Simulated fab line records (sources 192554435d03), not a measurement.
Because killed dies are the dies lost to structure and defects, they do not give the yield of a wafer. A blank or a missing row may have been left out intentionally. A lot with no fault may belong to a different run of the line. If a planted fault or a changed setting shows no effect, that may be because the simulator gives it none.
Which tool was responsible? || flow n5-finfet || 10 lots, 30 wafers sampled, at 6 steps of a route of 1938

WHAT EACH GAUGE READ, for each wafer
N5_BEOL_M2_OCD_MEAS_38. Usual: trench-depth-nm at 55.0 nm, with a standard deviation of 1.1.
{"lot": "L420", "measured": "day 9 03:40", "on": "ocd-02", "trench-depth-nm (nm)": "54.2 55.2 54.8", "flag": ""}
{"lot": "L422", "measured": "day 10 00:10", "on": "ocd-02", "trench-depth-nm (nm)": "54.6 54.1 56.2", "flag": ""}
{"lot": "L426", "measured": "day 11 01:24", "on": "ocd-02", "trench-depth-nm (nm)": "56.4 54.7 56.9", "flag": ""}
{"lot": "L430", "measured": "day 11 22:04", "on": "ocd-02", "trench-depth-nm (nm)": "- - -", "flag": "OFF"}
{"lot": "L429", "measured": "day 11 23:59", "on": "ocd-01", "trench-depth-nm (nm)": "- - -", "flag": "OFF"}
{"lot": "L434", "measured": "day 12 13:21", "on": "ocd-01", "trench-depth-nm (nm)": "56.5 53.8 53.7", "flag": ""}
{"lot": "L435", "measured": "day 13 02:38", "on": "ocd-02", "trench-depth-nm (nm)": "54.9 55.2 54.6", "flag": ""}
{"lot": "L436", "measured": "day 13 12:28", "on": "ocd-01", "trench-depth-nm (nm)": "55.6 54.1 55.3", "flag": ""}
{"lot": "L437", "measured": "day 13 15:43", "on": "ocd-01", "trench-depth-nm (nm)": "55.5 54.1 54.6", "flag": ""}
{"lot": "L438", "measured": "day 13 19:54", "on": "ocd-02", "trench-depth-nm (nm)": "53.5 53.7 56.2", "flag": ""}

N5_BEOL_M4_RC_MEAS_101. Usual: DIBL_N 35.8 mV/V, standard deviation 1.7; DIBL_P 35.3 mV/V, standard deviation 2; IOFF_N 0.150 nA/um, standard deviation 0.026; IOFF_P 0.194 nA/um, standard deviation 0.029; ION_N 667 uA/um, standard deviation 11; ION_P 456 uA/um, standard deviation 7.1; SS_N 71.4 mV/dec, standard deviation 0.65; SS_P 73.1 mV/dec, standard deviation 0.64; VT_N 251 mV, standard deviation 3; VT_P -252 mV, standard deviation 3.2.
{"lot": "L420", "measured": "day 11 08:04", "on": "prober-02", "DIBL_N (mV/V)": "33.9 31.8 34.2", "DIBL_P (mV/V)": "32.9 31.0 33.7", "IOFF_N (nA/um)": "0.125 0.097 0.125", "IOFF_P (nA/um)": "0.150 0.135 0.157", "ION_N (uA/um)": "669 644 662", "ION_P (uA/um)": "448 443 453", "SS_N (mV/dec)": "71.4 69.8 71.0", "SS_P (mV/dec)": "72.4 72.2 72.5", "VT_N (mV)": "255 256 253", "VT_P (mV)": "-255 -257 -254", "flag": ""}
{"lot": "L422", "measured": "day 12 05:59", "on": "prober-02", "DIBL_N (mV/V)": "34.0 32.6 36.1", "DIBL_P (mV/V)": "35.8 33.2 38.3", "IOFF_N (nA/um)": "0.141 0.123 0.184", "IOFF_P (nA/um)": "0.208 0.172 0.250", "ION_N (uA/um)": "676 667 680", "ION_P (uA/um)": "468 458 468", "SS_N (mV/dec)": "70.9 70.8 71.3", "SS_P (mV/dec)": "72.7 71.9 73.2", "VT_N (mV)": "250 251 247", "VT_P (mV)": "-249 -251 -243", "flag": ""}
{"lot": "L426", "measured": "day 12 22:44", "on": "prober-02", "DIBL_N (mV/V)": "37.4 32.9 36.3", "DIBL_P (mV/V)": "38.0 32.1 35.2", "IOFF_N (nA/um)": "0.163 0.104 0.139", "IOFF_P (nA/um)": "0.246 0.162 0.201", "ION_N (uA/um)": "681 668 664", "ION_P (uA/um)": "466 461 467", "SS_N (mV/dec)": "70.8 70.4 70.6", "SS_P (mV/dec)": "73.6 72.0 72.2", "VT_N (mV)": "250 254 253", "VT_P (mV)": "-247 -252 -251", "flag": ""}
{"lot": "L434", "measured": "day 14 23:49", "on": "prober-01", "DIBL_N (mV/V)": "36.1 38.2 34.3", "DIBL_P (mV/V)": "35.1 36.6 31.9", "IOFF_N (nA/um)": "0.165 0.209 0.121", "IOFF_P (nA/um)": "0.231 0.262 0.186", "ION_N (uA/um)": "666 691 652", "ION_P (uA/um)": "467 470 458", "SS_N (mV/dec)": "71.9 71.8 70.9", "SS_P (mV/dec)": "72.7 73.3 72.6", "VT_N (mV)": "245 243 251", "VT_P (mV)": "-246 -244 -251", "flag": ""}
{"lot": "L435", "measured": "day 15 02:43", "on": "prober-01", "DIBL_N (mV/V)": "33.6 33.7 33.3", "DIBL_P (mV/V)": "33.6 32.3 32.0", "IOFF_N (nA/um)": "0.139 0.123 0.122", "IOFF_P (nA/um)": "0.173 0.147 0.149", "ION_N (uA/um)": "664 652 652", "ION_P (uA/um)": "454 452 445", "SS_N (mV/dec)": "70.7 70.9 70.9", "SS_P (mV/dec)": "72.6 71.9 72.5", "VT_N (mV)": "250 254 251", "VT_P (mV)": "-253 -257 -256", "flag": ""}
{"lot": "L436", "measured": "day 15 08:19", "on": "prober-01", "DIBL_N (mV/V)": "34.3 36.6 34.5", "DIBL_P (mV/V)": "34.8 37.6 35.9", "IOFF_N (nA/um)": "0.117 0.153 0.129", "IOFF_P (nA/um)": "0.170 0.217 0.184", "ION_N (uA/um)": "668 666 674", "ION_P (uA/um)": "463 458 463", "SS_N (mV/dec)": "70.9 71.9 71.3", "SS_P (mV/dec)": "73.4 73.2 73.1", "VT_N (mV)": "255 253 252", "VT_P (mV)": "-253 -251 -253", "flag": ""}
{"lot": "L437", "measured": "day 15 11:44", "on": "prober-02", "DIBL_N (mV/V)": "37.6 36.5 36.8", "DIBL_P (mV/V)": "35.2 35.3 36.0", "IOFF_N (nA/um)": "0.177 0.159 0.167", "IOFF_P (nA/um)": "0.217 0.212 0.225", "ION_N (uA/um)": "680 669 679", "ION_P (uA/um)": "463 461 464", "SS_N (mV/dec)": "71.3 70.4 71.2", "SS_P (mV/dec)": "73.9 72.7 73.7", "VT_N (mV)": "248 250 250", "VT_P (mV)": "-248 -250 -252", "flag": ""}
{"lot": "L438", "measured": "day 15 13:35", "on": "prober-02", "DIBL_N (mV/V)": "36.4 32.1 38.1", "DIBL_P (mV/V)": "37.8 30.6 38.0", "IOFF_N (nA/um)": "0.167 0.103 0.195", "IOFF_P (nA/um)": "0.192 0.114 0.186", "ION_N (uA/um)": "676 649 674", "ION_P (uA/um)": "457 443 452", "SS_N (mV/dec)": "71.4 70.6 72.7", "SS_P (mV/dec)": "73.8 71.6 73.5", "VT_N (mV)": "247 255 247", "VT_P (mV)": "-252 -260 -255", "flag": ""}

EACH LOT AND THE TOOL THAT RAN IT (in order: tool; ch and the chambers of the sampled wafers; start)
{"lot": "L420", "N5_BEOL_M1_ANNEAL_82": "pvd-sputter-01, day 8 00:26", "N5_BEOL_M1_SPUTTER_90": "pvd-sputter-01, day 8 01:01", "N5_BEOL_M1_ANNEAL_95": "pvd-sputter-01, day 8 01:32", "N5_BEOL_M2_ILD_DEP_00": "pecvd-03 ch 1,2, day 8 03:34"}
{"lot": "L422", "N5_BEOL_M1_ANNEAL_82": "pvd-sputter-01, day 8 21:23", "N5_BEOL_M1_SPUTTER_90": "pvd-sputter-01, day 8 21:58", "N5_BEOL_M1_ANNEAL_95": "pvd-sputter-01, day 8 22:29", "N5_BEOL_M2_ILD_DEP_00": "pecvd-03 ch 0,2, day 8 23:44"}
{"lot": "L426", "N5_BEOL_M1_ANNEAL_82": "pvd-sputter-02, day 9 14:56", "N5_BEOL_M1_SPUTTER_90": "pvd-sputter-02, day 9 15:31", "N5_BEOL_M1_ANNEAL_95": "pvd-sputter-02, day 9 16:02", "N5_BEOL_M2_ILD_DEP_00": "pecvd-02 ch 1,2, day 9 17:17"}
{"lot": "L430", "N5_BEOL_M1_ANNEAL_82": "pvd-sputter-02, day 10 09:11", "N5_BEOL_M1_SPUTTER_90": "pvd-sputter-02, day 10 09:46", "N5_BEOL_M1_ANNEAL_95": "pvd-sputter-02, day 10 10:17", "N5_BEOL_M2_ILD_DEP_00": "pecvd-03 ch 1,2, day 10 11:43"}
{"lot": "L429", "N5_BEOL_M1_ANNEAL_82": "pvd-sputter-03, day 10 09:19", "N5_BEOL_M1_SPUTTER_90": "pvd-sputter-03, day 10 09:54", "N5_BEOL_M1_ANNEAL_95": "pvd-sputter-03, day 10 10:25", "N5_BEOL_M2_ILD_DEP_00": "pecvd-03 ch 0,2, day 10 12:04"}
{"lot": "L434", "N5_BEOL_M1_ANNEAL_82": "pvd-sputter-02, day 11 05:59", "N5_BEOL_M1_SPUTTER_90": "pvd-sputter-02, day 11 06:34", "N5_BEOL_M1_ANNEAL_95": "pvd-sputter-02, day 11 07:05", "N5_BEOL_M2_ILD_DEP_00": "pecvd-01 ch 0,1,2, day 11 08:24"}
{"lot": "L435", "N5_BEOL_M1_ANNEAL_82": "pvd-sputter-03, day 11 15:30", "N5_BEOL_M1_SPUTTER_90": "pvd-sputter-03, day 11 16:05", "N5_BEOL_M1_ANNEAL_95": "pvd-sputter-03, day 11 16:36", "N5_BEOL_M2_ILD_DEP_00": "pecvd-03 ch 0,1,2, day 11 17:51"}
{"lot": "L436", "N5_BEOL_M1_ANNEAL_82": "pvd-sputter-02, day 11 18:10", "N5_BEOL_M1_SPUTTER_90": "pvd-sputter-02, day 11 18:44", "N5_BEOL_M1_ANNEAL_95": "pvd-sputter-02, day 11 19:16", "N5_BEOL_M2_ILD_DEP_00": "pecvd-01 ch 0,2, day 11 20:31"}
{"lot": "L437", "N5_BEOL_M1_ANNEAL_82": "pvd-sputter-03, day 12 06:19", "N5_BEOL_M1_SPUTTER_90": "pvd-sputter-03, day 12 06:54", "N5_BEOL_M1_ANNEAL_95": "pvd-sputter-03, day 12 07:25", "N5_BEOL_M2_ILD_DEP_00": "pecvd-02 ch 0,1,2, day 12 08:41"}
{"lot": "L438", "N5_BEOL_M1_ANNEAL_82": "pvd-sputter-01, day 12 10:13", "N5_BEOL_M1_SPUTTER_90": "pvd-sputter-01, day 12 10:47", "N5_BEOL_M1_ANNEAL_95": "pvd-sputter-01, day 12 11:19", "N5_BEOL_M2_ILD_DEP_00": "pecvd-03 ch 0,1,2, day 12 12:35"}
- N5_BEOL_M1_ANNEAL_82: time 240 s.
- N5_BEOL_M1_SPUTTER_90: material Cu, target thk 4.5 nm, time 8.29 s.
- N5_BEOL_M1_ANNEAL_95: time 240 s.
- N5_BEOL_M2_ILD_DEP_00: deposits SiOC from DEMS/O2, target thk 79 nm, time 15.3 s.

WHAT THE TOOLS THEMSELVES READ (means of the sampled wafers that have a number; where no wafer has one, the mark that the record gives instead)
N5_BEOL_M1_ANNEAL_82. Usual: heater-power-w at 792 W, with a standard deviation of 97.
{"lot": "L420", "tool": "pvd-sputter-01", "heater-power-w (W)": 805, "flag": ""}
{"lot": "L422", "tool": "pvd-sputter-01", "heater-power-w (W)": 839, "flag": ""}
{"lot": "L426", "tool": "pvd-sputter-02", "heater-power-w (W)": 827, "flag": ""}
{"lot": "L430", "tool": "pvd-sputter-02", "heater-power-w (W)": 790, "flag": ""}
{"lot": "L429", "tool": "pvd-sputter-03", "heater-power-w (W)": 664, "flag": ""}
{"lot": "L434", "tool": "pvd-sputter-02", "heater-power-w (W)": 814, "flag": ""}
{"lot": "L435", "tool": "pvd-sputter-03", "heater-power-w (W)": 722, "flag": ""}
{"lot": "L436", "tool": "pvd-sputter-02", "heater-power-w (W)": 830, "flag": ""}
{"lot": "L437", "tool": "pvd-sputter-03", "heater-power-w (W)": 753, "flag": ""}
{"lot": "L438", "tool": "pvd-sputter-01", "heater-power-w (W)": 804, "flag": ""}

N5_BEOL_M1_SPUTTER_90. Usual: throttle-valve-pct at 29.9 %, with a standard deviation of 1.1.
{"lot": "L420", "tool": "pvd-sputter-01", "throttle-valve-pct (%)": 30.3, "flag": ""}
{"lot": "L422", "tool": "pvd-sputter-01", "throttle-valve-pct (%)": 29.5, "flag": ""}
{"lot": "L426", "tool": "pvd-sputter-02", "throttle-valve-pct (%)": 29.9, "flag": ""}
{"lot": "L430", "tool": "pvd-sputter-02", "throttle-valve-pct (%)": 30.1, "flag": ""}
{"lot": "L429", "tool": "pvd-sputter-03", "throttle-valve-pct (%)": 29.5, "flag": ""}
{"lot": "L434", "tool": "pvd-sputter-02", "throttle-valve-pct (%)": 30.5, "flag": ""}
{"lot": "L435", "tool": "pvd-sputter-03", "throttle-valve-pct (%)": 29.4, "flag": ""}
{"lot": "L436", "tool": "pvd-sputter-02", "throttle-valve-pct (%)": 30.4, "flag": ""}
{"lot": "L437", "tool": "pvd-sputter-03", "throttle-valve-pct (%)": 30.0, "flag": ""}
{"lot": "L438", "tool": "pvd-sputter-01", "throttle-valve-pct (%)": 29.7, "flag": ""}

N5_BEOL_M1_ANNEAL_95. Usual: heater-power-w at 791 W, with a standard deviation of 96.
{"lot": "L420", "tool": "pvd-sputter-01", "heater-power-w (W)": 791, "flag": ""}
{"lot": "L422", "tool": "pvd-sputter-01", "heater-power-w (W)": 816, "flag": ""}
{"lot": "L426", "tool": "pvd-sputter-02", "heater-power-w (W)": 820, "flag": ""}
{"lot": "L430", "tool": "pvd-sputter-02", "heater-power-w (W)": 796, "flag": ""}
{"lot": "L429", "tool": "pvd-sputter-03", "heater-power-w (W)": 658, "flag": ""}
{"lot": "L434", "tool": "pvd-sputter-02", "heater-power-w (W)": 830, "flag": ""}
{"lot": "L435", "tool": "pvd-sputter-03", "heater-power-w (W)": 740, "flag": ""}
{"lot": "L436", "tool": "pvd-sputter-02", "heater-power-w (W)": 815, "flag": ""}
{"lot": "L437", "tool": "pvd-sputter-03", "heater-power-w (W)": 753, "flag": ""}
{"lot": "L438", "tool": "pvd-sputter-01", "heater-power-w (W)": 796, "flag": ""}

N5_BEOL_M2_ILD_DEP_00. Usual: chamber-pressure-Torr 4.999 Torr, standard deviation 0.011; heater-power-outer-w 251 W, standard deviation 40; heater-power-w 470 W, standard deviation 64; showerhead-plenum-p-Torr 5.702 Torr, standard deviation 0.018; throttle-valve-pct 11.8 %, standard deviation 0.79.
{"lot": "L420", "tool": "pecvd-03", "chamber-pressure-Torr (Torr)": 4.988, "heater-power-outer-w (W)": 223, "heater-power-w (W)": 433, "showerhead-plenum-p-Torr (Torr)": 5.697, "throttle-valve-pct (%)": 11.9, "flag": ""}
{"lot": "L422", "tool": "pecvd-03", "chamber-pressure-Torr (Torr)": 4.976, "heater-power-outer-w (W)": 282, "heater-power-w (W)": 525, "showerhead-plenum-p-Torr (Torr)": 5.691, "throttle-valve-pct (%)": 11.7, "flag": ""}
{"lot": "L426", "tool": "pecvd-02", "chamber-pressure-Torr (Torr)": 4.991, "heater-power-outer-w (W)": 256, "heater-power-w (W)": 497, "showerhead-plenum-p-Torr (Torr)": 5.696, "throttle-valve-pct (%)": 11.8, "flag": ""}
{"lot": "L430", "tool": "pecvd-03", "chamber-pressure-Torr (Torr)": "-", "heater-power-outer-w (W)": "-", "heater-power-w (W)": "-", "showerhead-plenum-p-Torr (Torr)": "-", "throttle-valve-pct (%)": "-", "flag": "OFF"}
{"lot": "L429", "tool": "pecvd-03", "chamber-pressure-Torr (Torr)": "-", "heater-power-outer-w (W)": "-", "heater-power-w (W)": "-", "showerhead-plenum-p-Torr (Torr)": "-", "throttle-valve-pct (%)": "-", "flag": "OFF"}
{"lot": "L434", "tool": "pecvd-01", "chamber-pressure-Torr (Torr)": 5.003, "heater-power-outer-w (W)": 278, "heater-power-w (W)": 499, "showerhead-plenum-p-Torr (Torr)": 5.718, "throttle-valve-pct (%)": 11.7, "flag": ""}
{"lot": "L435", "tool": "pecvd-03", "chamber-pressure-Torr (Torr)": 4.999, "heater-power-outer-w (W)": 254, "heater-power-w (W)": 478, "showerhead-plenum-p-Torr (Torr)": 5.689, "throttle-valve-pct (%)": 11.8, "flag": ""}
{"lot": "L436", "tool": "pecvd-01", "chamber-pressure-Torr (Torr)": 5.002, "heater-power-outer-w (W)": 295, "heater-power-w (W)": 515, "showerhead-plenum-p-Torr (Torr)": 5.705, "throttle-valve-pct (%)": 10.9, "flag": ""}
{"lot": "L437", "tool": "pecvd-02", "chamber-pressure-Torr (Torr)": 4.995, "heater-power-outer-w (W)": 257, "heater-power-w (W)": 483, "showerhead-plenum-p-Torr (Torr)": 5.690, "throttle-valve-pct (%)": 11.8, "flag": ""}
{"lot": "L438", "tool": "pecvd-03", "chamber-pressure-Torr (Torr)": 5.004, "heater-power-outer-w (W)": 263, "heater-power-w (W)": 495, "showerhead-plenum-p-Torr (Torr)": 5.689, "throttle-valve-pct (%)": 11.8, "flag": ""}

THE ANSWER, worked out from the rows above alone
Rule: a lot counts as off when the mean over its wafers that have a number is more than 3 standard deviations away from the usual mean. Also off: a lot with no number at a reading for which 4 or more lots have one. The other lots that the step has rows for count as sound. Order of review: gauges by route order, followed by the tools' own readings, for which a lot's mean as printed above is used. At the first step where some lot is off, the reading lying furthest off is the one used; lots without a number count as furthest.
Off, at N5_BEOL_M2_OCD_MEAS_38 on trench-depth-nm: L430, L429. Without a number there: L430, L429.
If a tool, at a process step before that reading, ran all the lots that are off and no sound lot after the first of them, it fits. The gauges at N5_BEOL_M2_OCD_MEAS_38 aren't tried: what is off there is off at N5_BEOL_M2_ILD_DEP_00 too, on other tools, and a gauge's error can't cause that. None of those tried fits.

WHAT WAS PUT IN BY THE SIMULATOR
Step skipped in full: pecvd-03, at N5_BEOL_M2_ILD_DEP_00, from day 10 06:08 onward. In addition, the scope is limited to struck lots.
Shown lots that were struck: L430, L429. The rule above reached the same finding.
